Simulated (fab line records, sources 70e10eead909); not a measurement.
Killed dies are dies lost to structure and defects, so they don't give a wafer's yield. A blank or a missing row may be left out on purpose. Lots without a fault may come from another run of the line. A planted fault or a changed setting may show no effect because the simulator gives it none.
fab line records | flow nand_harc | part 2 of 2: steps 22 to 29 of 29
record lots=5 wafers=15 last_day=30
route steps=1302 shown A_STAIRCASE@800
lots that met no fault: from a run of the same line without faults
start_h: hours from the record's first day to the start of the lot's first wafer shown | wait_h: hours since the lot's step before | " the same as in the row above | L1.1+2: a row that stands for several wafers | - no value, or no start given | * or withheld: withheld | < > ~ a bound
route shown NAME@n: a module of which the file shows steps, and the number in the route of the first | usual: mean/standard deviation of fault-free wafers | same: alike in all rows | chamber/n: place in a boat | sites: the reading at each site | _std_site: their standard deviation | _edge_site: outer sites' mean less inner sites' | radius_mm: how far each site lies from the wafer's centre | mask NAME#n: copy n | behind: the tool/chamber that last shaped the wafer | hold: why the lot was held/for how many hours/how that ended | device: the transistor (n, p or np) that didn't switch | end of line: the same wafers' tests at the end of the route | a step without rows: its recipe alone | killed: dies lost to structure and defects at the first sort, not the wafer's yield | map: a wafer's dies, x killed, . not, _ none there
set.NAME: the setting as run; set.NAME@STEP: as run at that earlier step | model.NAME: the simulator's own value behind a step, which no gauge read
lots at some steps of the route; a table a step, a row a wafer
services: from which hour (start_h, from the record's first day; less than 0 if before it) a tool's chamber was out of use, for how many hours, and why
## steps
# step NHARC_A_STAIRCASE_SOFTBAKE_305
# recipe temp_c=135 time_s=170
# usual chill_plate_temp_C=22.98/0.1 heater_power_total_W=134.4/0.98
# columns lot.wafer tool chamber start_h wait_h chill_plate_temp_C heater_power_total_W
L075.1 litho_track-05 0 - - 23.07 134.3
L075.3 " 0 " " 23.00 134.8
L075.6 " 0 " " 23.02 134.2
L079.4 litho_track-05 0 - - 22.77 135.9
L079.5 " 0 " " 23.00 134.2
L079.6 " 0 " " 22.94 135.6
L083.1 litho_track-03 0 - - 23.10 134.3
L083.4 " 0 " " 22.95 133.2
L083.5 " 0 " " 22.90 133.3
L086.1 litho_track-03 0 - - 22.94 133.3
L086.3 " 0 " " 22.91 134.6
L086.4 " 0 " " 22.96 134.0
L089.2 litho_track-02 0 - - 23.06 135.1
L089.3 " 0 " " 23.15 133.2
L089.6 " 0 " " 23.21 135.4
# step NHARC_A_STAIRCASE_EBR_306
# usual chill_plate_temp_C=22.99/0.11
# columns lot.wafer tool chamber start_h wait_h chill_plate_temp_C
L075.1 litho_track-05 0 - - 23.19
L075.3 " 0 " " 23.10
L075.6 " 0 " " 22.98
L079.4 litho_track-05 0 - - 22.81
L079.5 " 0 " " 23.00
L079.6 " 0 " " 23.02
L083.1 litho_track-03 0 - - 22.92
L083.4 " 0 " " 22.98
L083.5 " 0 " " 22.93
L086.1 litho_track-03 0 - - 22.97
L086.3 " 0 " " 22.94
L086.4 " 0 " " 23.01
L089.2 litho_track-02 0 - - 23.03
L089.3 " 0 " " 23.09
L089.6 " 0 " " 23.05
# step NHARC_A_STAIRCASE_EXPOSE_307
# recipe na=0.5 dose_mj=45.72 mask_id=CHOP_50
# usual exposure_dose_mJ_cm2=45.84/0.24
# columns lot.wafer tool chamber start_h wait_h mask exposure_dose_mJ_cm2
L075.1 krf_scanner-01 0 397.80 - CHOP_50#0 46.27
L075.3 " 0 " " CHOP_50#0 46.22
L075.6 " 0 " " CHOP_50#0 46.19
L079.4 krf_scanner-01 0 439.14 - CHOP_50#0 46.19
L079.5 " 0 " " CHOP_50#0 46.18
L079.6 " 0 " " CHOP_50#0 46.20
L083.1 krf_scanner-02 0 479.02 - CHOP_50#0 45.62
L083.4 " 0 " " CHOP_50#0 45.68
L083.5 " 0 " " CHOP_50#0 45.68
L086.1 krf_scanner-02 0 497.17 - CHOP_50#0 45.63
L086.3 " 0 " " CHOP_50#0 45.65
L086.4 " 0 " " CHOP_50#0 45.64
L089.2 krf_scanner-01 0 529.89 - CHOP_50#0 46.21
L089.3 " 0 " " CHOP_50#0 46.20
L089.6 " 0 " " CHOP_50#0 46.30
# step NHARC_A_STAIRCASE_PEB_308
# recipe peb_temp_c=115 peb_time_s=130
# usual chill_plate_temp_C=23.02/0.11 heater_power_total_W=123.86/0.2
# columns lot.wafer tool chamber start_h wait_h chill_plate_temp_C heater_power_total_W
L075.1 litho_track-05 0 397.86 0.1 23.01 123.60
L075.3 " 0 " " 23.19 124.06
L075.6 " 0 " " 22.97 124.03
L079.4 litho_track-05 0 439.19 0.0 23.06 123.33
L079.5 " 0 " " 22.94 123.80
L079.6 " 0 " " 23.05 123.51
L083.1 litho_track-03 0 479.09 0.1 23.09 123.47
L083.4 " 0 " " 23.05 123.62
L083.5 " 0 " " 23.06 123.93
L086.1 litho_track-05 0 497.24 0.1 23.05 123.67
L086.3 " 0 " " 23.03 124.08
L086.4 " 0 " " 23.02 124.06
L089.2 litho_track-03 0 529.95 0.1 23.08 123.84
L089.3 " 0 " " 23.06 123.70
L089.6 " 0 " " 22.93 123.80
# step NHARC_A_STAIRCASE_DEVELOP_309
# recipe time_s=140
# usual chill_plate_temp_C=22.99/0.11
# columns lot.wafer tool chamber start_h wait_h chill_plate_temp_C
L075.1 litho_track-05 0 - - 23.15
L075.3 " 0 " " 23.21
L075.6 " 0 " " 23.04
L079.4 litho_track-05 0 - - 22.81
L079.5 " 0 " " 22.92
L079.6 " 0 " " 22.87
L083.1 litho_track-03 0 - - 22.87
L083.4 " 0 " " 22.90
L083.5 " 0 " " 22.84
L086.1 litho_track-05 0 - - 23.19
L086.3 " 0 " " 23.00
L086.4 " 0 " " 23.20
L089.2 litho_track-03 0 - - 23.11
L089.3 " 0 " " 22.77
L089.6 " 0 " " 23.05
# step NHARC_A_STAIRCASE_HARDBAKE_311
# recipe temp_c=120 time_s=140
# usual chill_plate_temp_C=23.01/0.11 heater_power_total_W=127.35/0.23
# columns lot.wafer tool chamber start_h wait_h chill_plate_temp_C heater_power_total_W
L075.1 litho_track-05 0 398.08 - 22.95 127.13
L075.3 " 0 " " 22.90 127.12
L075.6 " 0 " " 23.09 127.26
L079.4 litho_track-03 0 439.42 - 23.02 127.18
L079.5 " 0 " " 22.91 127.55
L079.6 " 0 " " 22.99 127.34
L083.1 litho_track-03 0 479.31 - 22.98 126.92
L083.4 " 0 " " 23.19 127.19
L083.5 " 0 " " 23.10 126.92
L086.1 litho_track-03 0 497.45 - 23.02 127.31
L086.3 " 0 " " 22.74 127.59
L086.4 " 0 " " 22.96 127.24
L089.2 litho_track-03 0 530.17 - 23.03 127.42
L089.3 " 0 " " 22.96 127.33
L089.6 " 0 " " 23.03 127.22
# step NHARC_A_STAIRCASE_DESCUM_312
# recipe time_s=3 o2_flow_sccm=200 ar_flow_sccm=0 bias_power_w=0 chemistry=O2
# usual drypump_motor_current_A=5.6/0.35 oes_product_au=0.997/0.0094 rf_vpp_V=57.9/0.88 showerhead_plenum_p_Torr=1.93/0.082 throttle_valve_pct=11.311/0.0096
# columns lot.wafer tool chamber start_h wait_h drypump_motor_current_A oes_product_au rf_hours_counter_h rf_vpp_V showerhead_plenum_p_Torr throttle_valve_pct
L075.3 rie_diel-01 0 398.25 - 5.4 0.992 3 59.1 2.06 11.308
L075.1 " 2 " " 5.5 0.992 3 57.4 1.89 11.312
L075.6 " 0 " " 5.4 0.993 - 58.3 2.06 11.308
L079.4 rie_diel-06 1 439.51 - 5.6 0.996 39 58.3 1.77 11.314
L079.5 " 0 " " 5.2 0.997 - 57.1 1.84 11.322
L079.6 " 1 " " 5.6 0.997 - 57.0 1.77 11.309
L083.1 rie_diel-01 0 479.41 - 5.4 1.004 27 57.1 2.05 11.307
L083.4 " 3 " " 6.1 0.993 - 58.5 2.03 11.299
L083.5 " 2 " " 5.5 0.986 - 58.2 1.88 11.306
L086.3 rie_diel-01 3 497.56 - 6.1 0.993 33 59.0 2.03 11.300
L086.1 " 0 " " 5.4 1.000 33 57.5 2.05 11.304
L086.4 " 2 " " 5.5 1.006 - 57.3 1.88 11.311
L089.3 rie_diel-01 3 530.27 - 6.1 1.005 48 58.3 2.02 11.295
L089.2 " 0 " " 5.4 1.007 49 59.0 2.04 11.311
L089.6 " 2 " " 5.5 1.007 - 56.4 1.88 11.307
# step NHARC_A_STAIRCASE_ETCH_313
# recipe cf4_flow_sccm=100 chf3_flow_sccm=30 ar_flow_sccm=0 rf_w=500 bias_w=200 chemistry=CF4/CHF3
# usual drypump_motor_current_A=5.6/0.36 oes_product_au=0.925/0.014 rf_vpp_V=371.2/2.2 showerhead_plenum_p_Torr=1.59/0.064 throttle_valve_pct=16.801/0.0088
# columns lot.wafer tool chamber start_h wait_h drypump_motor_current_A oes_product_au rf_hours_counter_h rf_vpp_V showerhead_plenum_p_Torr throttle_valve_pct
L075.1 rie_diel-01 2 398.45 0.2 5.5 0.920 3 369.3 1.56 16.809
L075.3 " 0 " " 5.4 0.926 3 376.0 1.68 16.800
L075.6 " 1 " " 6.0 0.920 - 369.9 1.59 16.811
L079.4 rie_diel-06 3 439.61 0.1 5.3 0.931 34 370.0 1.57 16.808
L079.5 " 0 " " 5.2 0.929 - 369.7 1.51 16.810
L079.6 " 1 " " 5.6 0.915 - 365.6 1.46 16.796
L083.1 rie_diel-01 0 479.53 0.1 5.4 0.918 27 373.7 1.68 16.814
L083.4 " 3 " " 6.1 0.919 - 374.9 1.66 16.795
L083.5 " 0 " " 5.4 0.920 - 373.9 1.68 16.796
L086.3 rie_diel-01 3 497.66 0.1 6.1 0.916 33 374.2 1.66 16.804
L086.1 " 0 " " 5.4 0.921 33 372.8 1.68 16.796
L086.4 " 3 " " 6.1 0.917 - 372.1 1.66 16.803
L089.2 rie_diel-01 0 530.47 0.2 5.4 0.916 49 373.1 1.67 16.801
L089.3 " 1 " " 6.0 0.908 38 371.5 1.58 16.804
L089.6 " 0 " " 5.4 0.923 - 374.0 1.67 16.798
## services
# columns tool chamber start_h hours kind
rie_diel-06 1 370.89 3.9 repair
rie_diel-01 0 373.04 3.4 repair
krf_scanner-02 - 376.58 0.9 repair
rie_diel-01 - 380.82 9.0 pm
rie_diel-06 - 389.19 0.8 repair
krf_scanner-03 - 396.00 4.0 pm
rie_diel-06 2 401.85 4.8 repair
litho_track-02 - 402.00 7.0 pm
wet_bench-04 - 403.20 8.0 pm
acl_dep-02 - 425.53 13.0 pm
krf_scanner-01 - 428.67 2.2 repair
rie_diel-06 0 429.63 4.8 repair
krf_scanner-02 - 438.00 4.0 pm
litho_track-03 - 450.00 7.0 pm
pecvd-04 - 450.12 13.0 pm
litho_track-05 - 474.00 7.0 pm
wet_bench-07 - 475.78 1.7 repair
pecvd-04 - 480.12 1.9 repair
acl_dep-03 - 480.28 13.0 pm
krf_scanner-01 - 484.00 4.0 pm
rie_diel-06 - 484.70 9.0 pm
wet_bench-07 - 516.37 8.0 pm
rie_diel-13 - 519.00 9.0 pm
wet_bench-09 - 528.80 8.0 pm
